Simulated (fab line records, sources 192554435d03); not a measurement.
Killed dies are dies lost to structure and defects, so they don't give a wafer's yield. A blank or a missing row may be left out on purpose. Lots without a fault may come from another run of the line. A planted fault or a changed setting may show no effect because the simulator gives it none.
Split-lot experiment | flow n5_finfet | 7 lots, 21 wafers read, on a route of 1938 steps

THE SPLIT
At N5_BEOL_M3_COAT_22 (resist thk 30 nm), the setting spin_rpm was moved away from the recipe's 1500 rpm on 8 of the 21 wafers read, by +5.1% to +9.9%. The other wafers ran this setting at the recipe's value.

FROM THE SPLIT TO THE READING: what the file shows between them, 2 steps
- N5_BEOL_M3_EBR_24
- N5_BEOL_M3_SOFTBAKE_23: time 60 s

THE READING
CAR-EUV_of_BEOL_M3_COAT_22.thk_nm (the simulator's own value, which no gauge read), in nm, at N5_BEOL_M3_DESCUM_33 (chemistry O2, time 7 s). The file gives no usual value for it. The 13 wafers here that ran the recipe average 26.0 nm, standard deviation 0.078 nm.

wafer  | tool, chamber at the split | spin_rpm as run, rpm | against the recipe | CAR-EUV_of_BEOL_M3_COAT_22.thk_nm, nm | against lot-mates on the recipe
L078.1 | litho_track-01, 0          | 1500                 | recipe             | 26                                    | -
L078.4 | litho_track-01, 0          | 1577                 | +5.1%              | 25.4                                  | -0.6
L078.6 | litho_track-01, 0          | 1577                 | +5.1%              | 25.2                                  | -0.8
L079.2 | litho_track-01, 0          | 1602                 | +6.8%              | 25                                    | -1.0
L079.3 | litho_track-01, 0          | 1602                 | +6.8%              | 25                                    | -1.0
L079.5 | litho_track-01, 0          | 1500                 | recipe             | 26                                    | -
L082.4 | litho_track-01, 0          | 1500                 | recipe             | 26                                    | -
L082.6 | litho_track-01, 0          | 1500                 | recipe             | 26                                    | -
L082.5 | litho_track-01, 0          | 1500                 | recipe             | 26.2                                  | -
L083.2 | litho_track-01, 0          | 1620                 | +8.0%              | 24.8                                  | -1.2
L083.4 | litho_track-01, 0          | 1620                 | +8.0%              | 24.8                                  | -1.2
L083.6 | litho_track-01, 0          | 1500                 | recipe             | 26                                    | -
L086.3 | litho_track-02, 0          | 1500                 | recipe             | 25.8                                  | -
L086.5 | litho_track-02, 0          | 1500                 | recipe             | 26                                    | -
L086.6 | litho_track-02, 0          | 1500                 | recipe             | 26                                    | -
L093.1 | litho_track-02, 0          | 1500                 | recipe             | 26                                    | -
L093.5 | litho_track-02, 0          | 1500                 | recipe             | 26                                    | -
L093.6 | litho_track-02, 0          | 1500                 | recipe             | 26                                    | -
L097.1 | litho_track-02, 0          | 1500                 | recipe             | 26                                    | -
L097.5 | litho_track-02, 0          | 1648                 | +9.9%              | 24.6                                  | -1.4
L097.6 | litho_track-02, 0          | 1648                 | +9.9%              | 24.6                                  | -1.4

THE FIT
A straight line over all 21 wafers: CAR-EUV_of_BEOL_M3_COAT_22.thk_nm changes by -0.145 nm for each +1% of spin_rpm; r = -0.99; the points scatter about the line by 0.076 nm.
The same after taking each lot's own level away (the mean of its wafers on the recipe; 21 wafers): -0.145 nm for each +1%; r = -0.99; scatter 0.066 nm.
On that fit, the largest move of spin_rpm shifts the reading by 1.4 nm.
The lots' own levels span 25.93 to 26.07 nm, that is 1.7 times the standard deviation above.
So the lot-to-lot level changes the slope little: the two slopes agree.
Check: with one of the wafers moved furthest among these (+9.9%) left out of the fit, the line predicts -1.43 nm for it against its lot-mates. It came out at -1.4 nm against them.

OTHER SPLITS ON THESE WAFERS
These wafers also went through other splits before the reading. Each is held against what the fit with the lots' levels taken away leaves over:
other split on the same wafers     | wafers away from the commonest value | r with CAR-EUV_of_BEOL_M3_COAT_22.thk_nm (lot level and that fit taken away)
N5_BEOL_M1_ETCH_70 time_s          | 7                                    | +0.27
N5_BEOL_M1_TRENCH_ETCH_37 time_s   | 10                                   | +0.06
N5_BEOL_M2_TRENCH_ETCH_37 source_w | 3                                    | +0.01

THE WHOLE CHAIN: every reading that the file lists as answering this split, in the file's order
step                 | what it does           | reading                                                                            | change (the file's fit)               | r (the file's)
N5_BEOL_M3_COAT_22   | resist thk 30 nm       | CAR-EUV_of_BEOL_M3_COAT_22.thk_nm (the simulator's own value, which no gauge read) | -0.131 nm for each +1% of the setting | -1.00
N5_BEOL_M3_DESCUM_33 | chemistry O2, time 7 s | CAR-EUV_of_BEOL_M3_COAT_22.thk_nm (the simulator's own value, which no gauge read) | -0.145 nm for each +1% of the setting | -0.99

THE FILE'S OWN FIT
CAR-EUV_of_BEOL_M3_COAT_22.thk_nm changes by -0.145 nm for each +1% of spin_rpm, r = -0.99.
